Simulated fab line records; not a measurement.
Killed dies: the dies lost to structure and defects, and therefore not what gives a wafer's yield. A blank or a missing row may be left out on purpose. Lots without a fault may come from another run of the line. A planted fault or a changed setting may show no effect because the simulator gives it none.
fab line records | flow n5_finfet | part 1 of 2: steps 1 to 14 of 24
record: lots: 5 wafers: 15 last_day: 16
route steps=1938 shown BEOL_M0_SAQP@666
lots that met no fault: taken from a fault-free run of the same line
start_h: hours from the record's first day to the start of the lot's first wafer shown | wait_h: time in hours since the lot's previous step | " identical to the entry in the row above | L1.1+2: a row that stands for several wafers | - no value present, or no start provided | * or withheld: withheld | < > ~ a bound
route shown NAME@n: NAME is a module with steps in the file, n the number in the route of the first one | usual: average and standard deviation across the fault-free wafers | same: alike in all rows | chamber/n: place in a boat | sites: the reading at each site | _std_site: the values' standard deviation | _edge_site: outer sites' mean less inner sites' | radius_mm: how far each site lies from the wafer's centre | mask NAME#n: copy n | behind: the last tool/chamber to shape the wafer | hold: why the lot went on hold/how many hours it stayed there/how the hold came to an end | device: the transistor (n, p or np) that didn't switch | end of line: tests of these same wafers at the route's end | a step given without rows: its recipe and nothing more | killed: the dies lost at the first sort to structure and to defects; this is not the yield of the wafer | map: dies across one wafer; x = killed, . = not, _ = none there
set.NAME: the setting that was run; set.NAME@STEP: the one run at that earlier step | model.NAME: the simulator's own value behind a step, which no gauge read
lots at some steps of the route; a table a step, a row a wafer
services: from which hour (start_h, from the record's first day; less than 0 if before it) a tool's chamber was out of use, for how many hours, and why
== steps ==
step: N5_BEOL_M0_SAQP_CD_MEAS_25
recipe: target_cd_nm: 13.1 landing_energy_ev: 1000 detector: se_inlens
usual: cd_nm: 12.82/0.21
columns lot.wafer tool chamber start_h wait_h cd_nm
L086.3 cd_sem-03 0 181.45 0.1 12.84
L086.5 " 0 " " 12.51
L086.6 " 0 " " 13.38
L087.1 cd_sem-01 0 185.90 0.1 13.08
L087.4 " 0 " " 12.40
L087.5 " 0 " " 12.57
L088.3 cd_sem-02 0 195.27 0.1 13.33
L088.5 " 0 " " 12.81
L088.6 " 0 " " 12.63
L094.1 cd_sem-02 0 229.11 0.1 12.85
L094.4 " 0 " " 12.82
L094.6 " 0 " " 12.59
L095.3 cd_sem-01 0 232.06 0.1 12.89
L095.5 " 0 " " 12.78
L095.6 " 0 " " 12.94
step: N5_BEOL_M0_SAQP_ETCH_101
recipe: chemistry: CH3F/O2 target: SiNx mask_material: SiO2 target_depth_a: 299 time_s: 42.7 pressure_mtorr: 30 source_w: 395 bias_w: 73 Ar_flow_sccm: 150 CH3F_flow_sccm: 30 O2_flow_sccm: 20 ion_energy_ev: 120
usual: chamber_pressure_mTorr: 30.000/0.026 drypump_motor_current_A: 5.7/0.53 oes_product_au: 0.78/0.07 rf_vpp_V: 296/6.5 showerhead_plenum_p_Torr: 2.00/0.075 throttle_valve_pct: 16.27/0.23
columns lot.wafer tool chamber start_h wait_h chamber_pressure_mTorr drypump_motor_current_A oes_product_au rf_hours_counter_h rf_vpp_V showerhead_plenum_p_Torr throttle_valve_pct
L086.3 rie_diel-01 1 181.49 0.0 30.002 5.8 0.87 42 302 2.04 16.33
L086.5 " 1 " " 30.035 5.8 0.87 - 301 2.04 16.35
L086.6 " 0 " " 29.966 4.9 0.86 - 288 2.02 16.32
L087.1 rie_diel-03 1 185.94 0.0 29.982 6.1 0.89 42 296 1.94 16.10
L087.4 " 2 " " 29.961 5.0 0.76 - 294 1.92 16.38
L087.5 " 1 " " 30.015 6.1 0.88 - 298 1.94 16.11
L088.3 rie_diel-03 1 195.34 0.1 29.995 6.1 0.88 46 297 1.94 16.11
L088.5 " 0 " " 29.995 5.9 0.73 - 306 2.00 16.51
L088.6 " 1 " " 30.020 6.1 0.88 - 299 1.94 16.12
L094.1 rie_diel-01 2 229.15 0.0 29.990 5.0 0.68 249 299 1.96 16.85
L094.4 " 3 " " 29.994 5.4 0.69 217 290 1.90 16.42
L094.6 " 1 " " 30.023 5.8 0.85 - 302 2.03 16.37
L095.3 rie_diel-05 2 232.10 0.0 30.007 6.7 0.80 117 298 2.08 15.88
L095.5 " 3 " " 30.025 5.7 0.70 - 305 2.06 16.19
L095.6 " 2 " " 30.037 6.8 0.80 - 297 2.08 15.89
step: N5_BEOL_M0_SAQP_ETCH_102
recipe: chemistry: CF4 target: SiO2 target_depth_a: 40 ion_energy_ev: 350 time_s: 4.4 pressure_mtorr: 10 icp_w: 800 bias_w: 400 cf4_flow_sccm: 80
usual: chamber_pressure_mTorr: 10.000/0.0095 drypump_motor_current_A: 5.6/0.54 oes_product_au: 0.996/0.021 throttle_valve_pct: 21.7/0.35
columns lot.wafer tool chamber start_h wait_h chamber_pressure_mTorr drypump_motor_current_A oes_product_au rf_hours_counter_h throttle_valve_pct
L086.3 rie_si-06 2 181.59 0.1 10.003 4.9 1.018 112 22.0
L086.5 " 2 " " 10.002 4.9 1.012 - 22.0
L086.6 " 3 " " 10.006 5.0 0.964 - 22.0
L087.1 rie_si-02 3 186.05 0.1 9.992 5.5 0.987 133 22.3
L087.4 " 3 " " 9.998 5.5 0.982 - 22.3
L087.5 " 1 " " 10.003 5.5 1.017 - 22.0
L088.3 rie_si-02 2 195.44 0.1 10.003 6.4 0.994 157 21.8
L088.5 " 2 " " 9.997 6.4 0.996 - 21.8
L088.6 " 3 " " 9.987 5.5 0.994 - 22.3
L094.1 rie_si-01 1 229.25 0.1 10.006 5.2 0.972 5 21.1
L094.4 " 0 " " 9.990 6.5 1.025 134 21.4
L094.6 " 1 " " 10.001 5.2 0.976 - 21.1
L095.3 rie_si-02 3 232.20 0.1 9.987 5.5 0.982 134 22.3
L095.5 " 2 " " 9.996 6.4 0.980 - 21.8
L095.6 " 3 " " 10.023 5.5 0.985 - 22.3
step: N5_BEOL_M0_SAQP_MANDREL_ETCH_103
recipe: chemistry: HBr/Cl2 target: a-Si target_depth_a: 450 bt_time_s: 10 stop_on: SiCN mask_material: SiO2 over_etch_frac: 0.8 time_s: 27 pressure_mtorr: 10 icp_w: 800 bias_w: 75 HBr_flow_sccm: 150 Cl2_flow_sccm: 80 ends: end_point
usual: chamber_pressure_mTorr: 10.000/0.0091 drypump_motor_current_A: 5.6/0.54 oes_product_au: 0.680/0.013 throttle_valve_pct: 35.3/0.44
columns lot.wafer tool chamber start_h wait_h chamber_pressure_mTorr drypump_motor_current_A oes_product_au rf_hours_counter_h throttle_valve_pct
L086.3 rie_si-06 2 181.63 0.0 10.004 4.9 0.685 112 35.6
L086.5 " 2 " " 9.985 4.9 0.683 - 35.6
L086.6 " 3 " " 9.995 5.0 0.674 - 35.9
L087.1 rie_si-02 3 186.08 0.0 10.008 5.5 0.662 133 36.1
L087.4 " 3 " " 10.014 5.5 0.665 - 36.1
L087.5 " 1 " " 10.005 5.5 0.692 - 35.5
L088.3 rie_si-02 2 195.48 0.0 9.997 6.4 0.697 157 35.3
L088.5 " 2 " " 10.008 6.3 0.695 - 35.3
L088.6 " 3 " " 10.002 5.5 0.676 - 36.1
L094.1 rie_si-01 1 229.28 0.0 9.999 5.2 0.679 5 34.5
L094.4 " 0 " " 10.009 6.5 0.696 134 35.1
L094.6 " 1 " " 10.008 5.2 0.685 - 34.5
L095.3 rie_si-02 3 232.24 0.0 9.998 5.5 0.666 134 36.1
L095.5 " 2 " " 10.012 6.4 0.691 - 35.3
L095.6 " 3 " " 9.999 5.5 0.668 - 36.1
step: N5_BEOL_M0_SAQP_RECESS_104
recipe: chemistry: HF/NH3 target: SiO2 target_depth_a: 180 afs_cycles: 3 temp_c: 30 sublimation_temp_c: 180 sublimation_time_s: 60
usual: drypump_motor_current_A: 5.85/0.24
columns lot.wafer tool chamber start_h wait_h drypump_motor_current_A
L086.3 vapor_etch-02 1 181.83 0.2 5.82
L086.5 " 1 " " 5.79
L086.6 " 0 " " 5.84
L087.1 vapor_etch-02 0 186.16 0.1 5.80
L087.4 " 0 " " 5.79
L087.5 " 0 " " 5.79
L088.3 vapor_etch-01 0 195.68 0.2 5.51
L088.5 " 1 " " 6.33
L088.6 " 0 " " 5.56
L094.1 vapor_etch-02 1 229.36 0.1 5.82
L094.4 " 0 " " 5.83
L094.6 " 1 " " 5.81
L095.3 vapor_etch-02 0 232.96 0.7 5.79
L095.5 " 1 " " 5.82
L095.6 " 0 " " 5.78
step: N5_BEOL_M0_SAQP_COAT_105
recipe: resist: SOC temp_c: 250 time_s: 60 spin_rpm: 1500 resist_thk_nm: 100
usual: dispense_pressure_kPa: 47.5/1.9 resist_line_temp_C: 23.02/0.097
columns lot.wafer tool chamber start_h wait_h dispense_pressure_kPa resist_line_temp_C
L086.3 litho_track-05 0 182.10 0.2 49.4 22.97
L086.5 " 0 " " 49.3 23.00
L086.6 " 0 " " 49.4 23.11
L087.1 litho_track-02 0 186.55 0.3 45.3 22.96
L087.4 " 0 " " 45.2 23.10
L087.5 " 0 " " 45.3 23.08
L088.3 litho_track-01 0 195.95 0.2 48.8 23.02
L088.5 " 0 " " 48.8 23.17
L088.6 " 0 " " 48.8 23.08
L094.1 litho_track-02 0 229.75 0.3 45.3 22.92
L094.4 " 0 " " 45.3 22.84
L094.6 " 0 " " 45.3 23.01
L095.3 litho_track-05 0 233.23 0.2 49.4 22.99
L095.5 " 0 " " 49.4 23.06
L095.6 " 0 " " 49.4 23.04
step: N5_BEOL_M0_SAQP_ETCH_106
recipe: chemistry: N2/H2 target: SOC target_depth_a: 1500 stop_on: SiNx ion_energy_ev: 100 bias_w: 61 pressure_mtorr: 30 source_w: 850 n2_flow_sccm: 200 h2_flow_sccm: 200
usual: chamber_pressure_mTorr: 30.001/0.027 drypump_motor_current_A: 5.8/0.54 oes_product_au: 0.78/0.066 rf_vpp_V: 240.7/1.6 showerhead_plenum_p_Torr: 2.56/0.11 throttle_valve_pct: 17.73/0.27
columns lot.wafer tool chamber start_h wait_h chamber_pressure_mTorr drypump_motor_current_A oes_product_au rf_hours_counter_h rf_vpp_V showerhead_plenum_p_Torr throttle_valve_pct
L086.3 rie_diel-01 1 182.15 - 29.997 5.8 0.85 42 241.2 2.58 17.71
L086.5 " 1 " " 29.987 5.8 0.85 - 241.5 2.58 17.72
L086.6 " 2 " " 30.058 5.0 0.69 - 239.6 2.51 18.40
L087.1 rie_diel-05 2 186.61 - 30.004 6.7 0.81 104 243.8 2.67 17.45
L087.4 " 0 " " 29.968 5.6 0.76 120 239.5 2.35 17.77
L087.5 " 1 " " 29.975 6.1 0.83 - 242.9 2.70 17.59
L088.3 rie_diel-05 2 196.07 - 29.974 6.7 0.80 107 242.5 2.67 17.45
L088.5 " 3 " " 29.988 5.8 0.69 - 241.3 2.61 17.41
L088.6 " 2 " " 30.007 6.7 0.79 - 240.3 2.67 17.46
L094.1 rie_diel-05 0 229.81 - 29.989 5.6 0.74 133 238.0 2.34 17.79
L094.4 " 2 " " 30.015 6.7 0.80 116 241.9 2.67 17.46
L094.6 " 3 " " 29.944 5.8 0.69 - 241.0 2.60 17.45
L095.3 rie_diel-03 2 233.29 - 30.042 5.1 0.74 174 238.5 2.41 17.57
L095.5 " 1 " " 29.969 6.1 0.85 - 239.5 2.50 17.89
L095.6 " 0 " " 30.008 5.9 0.70 - 241.4 2.54 18.07
step: N5_BEOL_M0_SAQP_ETCH_107
recipe: chemistry: CH3F/O2 target: SiNx target_depth_a: 300 mask_material: SOC pressure_mtorr: 30 source_w: 395 bias_w: 73 Ar_flow_sccm: 150 CH3F_flow_sccm: 30 O2_flow_sccm: 20 ion_energy_ev: 120
usual: chamber_pressure_mTorr: 30.000/0.027 drypump_motor_current_A: 5.8/0.53 oes_product_au: 0.78/0.069 rf_vpp_V: 296/6.4 showerhead_plenum_p_Torr: 2.01/0.081 throttle_valve_pct: 16.24/0.24
columns lot.wafer tool chamber start_h wait_h chamber_pressure_mTorr drypump_motor_current_A oes_product_au rf_hours_counter_h rf_vpp_V showerhead_plenum_p_Torr throttle_valve_pct
L086.3 rie_diel-01 1 182.21 0.0 29.967 5.8 0.85 42 301 2.04 16.34
L086.5 " 1 " " 29.970 5.8 0.87 - 304 2.04 16.34
L086.6 " 2 " " 29.990 5.0 0.68 - 300 1.96 16.81
L087.1 rie_diel-05 2 186.67 0.0 30.021 6.8 0.82 104 298 2.08 15.86
L087.4 " 0 " " 29.971 5.6 0.77 120 286 1.85 16.31
L087.5 " 1 " " 29.996 6.1 0.84 - 297 2.10 16.05
L088.3 rie_diel-05 2 196.13 0.0 30.007 6.7 0.82 107 296 2.08 15.86
L088.5 " 3 " " 30.006 5.7 0.71 - 304 2.06 16.16
L088.6 " 2 " " 30.000 6.7 0.82 - 298 2.08 15.88
L094.1 rie_diel-05 0 229.87 0.0 29.975 5.6 0.75 133 283 1.85 16.35
L094.4 " 2 " " 29.985 6.8 0.79 116 297 2.08 15.87
L094.6 " 3 " " 30.041 5.8 0.70 - 303 2.06 16.18
L095.3 rie_diel-03 2 233.35 0.0 29.998 5.1 0.75 174 296 1.92 16.40
L095.5 " 1 " " 29.974 6.1 0.87 - 297 1.94 16.16
L095.6 " 0 " " 30.015 5.9 0.72 - 305 1.99 16.53
step: N5_BEOL_M0_SAQP_STRIP_108
recipe: chemistry: N2/H2 power_w: 500 temp_c: 40 pressure_mtorr: 50 rf_frequency_hz: 6e+07 overash_fraction: 0.3 bias_power_w: 28 h2_frac: 0.5 n2_flow_sccm: 300 h2_flow_sccm: 300
usual: chamber_pressure_mTorr: 50.00/0.048 drypump_motor_current_A: 5.8/0.53 oes_product_au: 0.78/0.07 power_w: 500.0/1.4 rf_vpp_V: 121.9/1.1 showerhead_plenum_p_Torr: 3.38/0.14 throttle_valve_pct: 18.8/0.42
columns lot.wafer tool chamber start_h wait_h chamber_pressure_mTorr drypump_motor_current_A oes_product_au power_w rf_hours_counter_h rf_vpp_V showerhead_plenum_p_Torr throttle_valve_pct
L086.3 rie_diel-01 1 182.25 0.0 50.00 5.9 0.85 499.8 42 121.3 3.41 18.6
L086.5 " 1 " " 49.98 5.8 0.86 501.6 - 120.6 3.41 18.6
L086.6 " 2 " " 50.05 5.0 0.68 500.2 - 122.2 3.32 19.6
L087.1 rie_diel-05 2 186.71 0.0 49.91 6.7 0.82 500.2 104 123.4 3.52 18.7
L087.4 " 0 " " 50.00 5.6 0.76 501.6 120 118.8 3.11 18.9
L087.5 " 1 " " 49.95 6.1 0.83 501.0 - 123.2 3.56 18.5
L088.3 rie_diel-05 2 196.17 0.0 49.97 6.7 0.80 499.3 107 121.7 3.52 18.6
L088.5 " 3 " " 50.03 5.8 0.69 497.9 - 121.3 3.44 18.2
L088.6 " 2 " " 50.08 6.8 0.81 497.5 - 123.9 3.52 18.6
L094.1 rie_diel-05 0 229.91 0.0 49.97 5.6 0.75 498.4 133 121.0 3.11 18.9
L094.4 " 2 " " 49.93 6.7 0.80 497.5 116 122.9 3.52 18.7
L094.6 " 3 " " 50.02 5.8 0.69 499.3 - 123.2 3.44 18.2
L095.3 rie_diel-03 2 233.39 0.0 50.00 5.1 0.74 499.3 174 120.1 3.19 18.3
L095.5 " 1 " " 49.93 6.1 0.88 499.9 - 120.0 3.31 19.1
L095.6 " 0 " " 50.01 5.9 0.72 501.9 - 121.6 3.36 19.4
step: N5_BEOL_M0_SAQP_RECESS_109
recipe: chemistry: HF/NH3 target: SiO2 target_depth_a: 30 afs_cycles: 1 temp_c: 30 sublimation_temp_c: 180 sublimation_time_s: 60
usual: drypump_motor_current_A: 5.85/0.26
columns lot.wafer tool chamber start_h wait_h drypump_motor_current_A
L086.3 vapor_etch-01 1 182.36 0.1 6.30
L086.5 " 1 " " 6.30
L086.6 " 0 " " 5.54
L087.1 vapor_etch-02 0 186.77 0.0 5.81
L087.4 " 1 " " 5.80
L087.5 " 1 " " 5.77
L088.3 vapor_etch-02 0 196.27 0.1 5.79
L088.5 " 1 " " 5.79
L088.6 " 0 " " 5.82
L094.1 vapor_etch-02 0 229.97 0.0 5.79
L094.4 " 1 " " 5.80
L094.6 " 1 " " 5.80
L095.3 vapor_etch-02 1 233.49 0.1 5.84
L095.5 " 1 " " 5.82
L095.6 " 0 " " 5.81
step: N5_BEOL_M0_SAQP_SPACER2_ALD_26
recipe: material: SiO2 target_thk_a: 150 temp_c: 300 ald_precursor_family: BDEAS ald_co_reactant: O2-plasma pulse_time_s: 1 purge_time_s: 2 co_reactant_purge_time_s: 2 pressure_torr: 2
usual: heater_power_outer_w: 270/25 heater_power_w: 485/49 precursor_pulse_height_rel: 1.001/0.02
same: purge_time_s: 2
columns lot.wafer tool chamber start_h wait_h heater_power_outer_w heater_power_w precursor_pulse_height_rel
L086.3 ald_sin-02 2 183.39 1.0 277 465 0.996
L086.5 " 2 " " 274 472 1.009
L086.6 " 3 " " 282 504 1.013
L087.1 ald_sin-02 2 186.92 0.1 278 483 0.974
L087.4 " 1 " " 263 477 0.993
L087.5 " 0 " " 239 455 1.008
L088.3 ald_sin-03 1 197.05 0.7 291 509 1.023
L088.5 " 3 " " 262 520 0.993
L088.6 " 0 " " 313 574 0.991
L094.1 ald_sin-02 0 230.12 0.1 248 452 0.980
L094.4 " 3 " " 286 529 0.997
L094.6 " 2 " " 270 482 0.977
L095.3 ald_sin-03 0 233.59 0.1 308 583 0.988
L095.5 " 2 " " 285 506 0.999
L095.6 " 3 " " 265 518 0.991
step: N5_BEOL_M0_SAQP_SPACER2_ETCHBACK_27
recipe: chemistry: CHF3/O2 mode: anisotropic_etchback target: SiO2 target_depth_a: 225 time_s: 11.25 pressure_mtorr: 30 source_w: 650 bias_w: 170 Ar_flow_sccm: 200 CHF3_flow_sccm: 50 O2_flow_sccm: 5 ion_energy_ev: 200
usual: CHF3_flow_sccm: 50.01/0.13 chamber_pressure_mTorr: 29.999/0.027 drypump_motor_current_A: 5.5/0.52 oes_product_au: 0.78/0.078 rf_vpp_V: 520/11 showerhead_plenum_p_Torr: 2.40/0.081 throttle_valve_pct: 18.87/0.24
columns lot.wafer tool chamber start_h wait_h CHF3_flow_sccm chamber_pressure_mTorr drypump_motor_current_A oes_product_au rf_hours_counter_h rf_vpp_V showerhead_plenum_p_Torr throttle_valve_pct
L086.3 rie_diel-01 2 184.02 0.4 50.08 30.003 5.0 0.68 235 529 2.37 19.38
L086.5 " 3 " " 49.97 29.990 5.3 0.69 - 512 2.30 18.90
L086.6 " 0 " " 50.11 29.987 4.9 0.87 - 506 2.43 18.90
L087.1 rie_diel-03 1 187.46 0.3 49.88 30.007 6.1 0.90 43 526 2.34 18.68
L087.4 " 2 " " 49.96 29.973 5.0 0.76 - 517 2.32 18.91
L087.5 " 3 " " 50.05 30.031 5.4 0.70 - 508 2.47 18.89
L088.3 rie_diel-01 0 197.60 0.3 49.89 29.974 4.9 0.87 64 506 2.43 18.90
L088.5 " 0 " " 50.20 29.962 4.9 0.86 - 505 2.43 18.88
L088.6 " 1 " " 49.87 30.018 5.9 0.86 - 533 2.45 18.92
L094.1 rie_diel-01 3 230.85 0.5 50.05 30.036 5.3 0.69 218 512 2.29 18.92
L094.4 " 1 " " 49.97 29.987 5.9 0.84 - 532 2.44 18.93
L094.6 " 0 " " 50.02 29.989 4.9 0.86 - 506 2.43 18.91
L095.3 rie_diel-01 0 234.30 0.4 50.15 29.971 4.9 0.84 78 507 2.43 18.90
L095.5 " 3 " " 50.17 29.975 5.3 0.68 - 512 2.29 18.90
L095.6 " 1 " " 50.10 30.054 5.8 0.85 - 531 2.44 18.93
step: N5_BEOL_M0_SAQP_MANDREL2_REMOVE_110
recipe: chemistry: HBr/Cl2/O2 bt_time_s: 10 target: a-Si stop_on: SiCN endpoint: OES-SiCl over_etch_frac: 1 icp_w: 600 bias_w: 30 HBr_flow_sccm: 150 Cl2_flow_sccm: 80 O2_flow_sccm: 5 pressure_mtorr: 10
usual: chamber_pressure_mTorr: 10.000/0.0092 drypump_motor_current_A: 5.5/0.54 oes_product_au: 0.997/0.022 throttle_valve_pct: 36.7/0.39
columns lot.wafer tool chamber start_h wait_h chamber_pressure_mTorr drypump_motor_current_A oes_product_au rf_hours_counter_h throttle_valve_pct
L086.3 rie_si-06 3 184.11 0.1 9.994 5.0 0.973 72 37.2
L086.5 " 2 " " 10.008 4.9 1.032 - 36.9
L086.6 " 3 " " 10.007 5.0 0.971 - 37.2
L087.1 rie_si-02 1 187.55 0.1 10.009 5.5 1.016 3 36.7
L087.4 " 2 " " 9.999 6.4 0.991 157 36.6
L087.5 " 2 " " 10.009 6.4 0.983 - 36.6
L088.3 rie_si-06 3 197.69 0.1 9.998 5.0 0.968 72 37.2
L088.5 " 1 " " 9.996 6.2 0.988 - 36.4
L088.6 " 2 " " 9.990 4.9 1.016 - 36.9
L094.1 rie_si-01 2 230.94 0.1 10.004 5.5 0.984 178 36.7
L094.4 " 0 " " 10.012 6.5 0.997 134 36.3
L094.6 " 3 " " 10.006 5.3 0.997 - 36.6
L095.3 rie_si-06 1 234.39 0.1 10.014 6.3 0.976 81 36.4
L095.5 " 1 " " 10.002 6.2 0.969 - 36.4
L095.6 " 0 " " 10.003 5.3 1.025 - 36.9
step: N5_BEOL_M0_SAQP_CD_MEAS_29
recipe: target_cd_nm: 14.4 landing_energy_ev: 1000 detector: se_inlens
usual: cd_nm: 15.00/0.23
columns lot.wafer tool chamber start_h wait_h cd_nm
L086.3 cd_sem-02 0 184.22 0.1 15.32
L086.5 " 0 " " 15.23
L086.6 " 0 " " 15.19
L087.1 cd_sem-02 0 187.66 0.1 14.97
L087.4 " 0 " " 14.90
L087.5 " 0 " " 15.01
L088.3 cd_sem-02 0 197.80 0.1 15.00
L088.5 " 0 " " 14.89
L088.6 " 0 " " 15.08
L094.1 cd_sem-01 0 231.05 0.1 14.99
L094.4 " 0 " " 15.00
L094.6 " 0 " " 15.11
L095.3 cd_sem-02 0 234.51 0.1 14.58
L095.5 " 0 " " 14.95
L095.6 " 0 " " 15.33
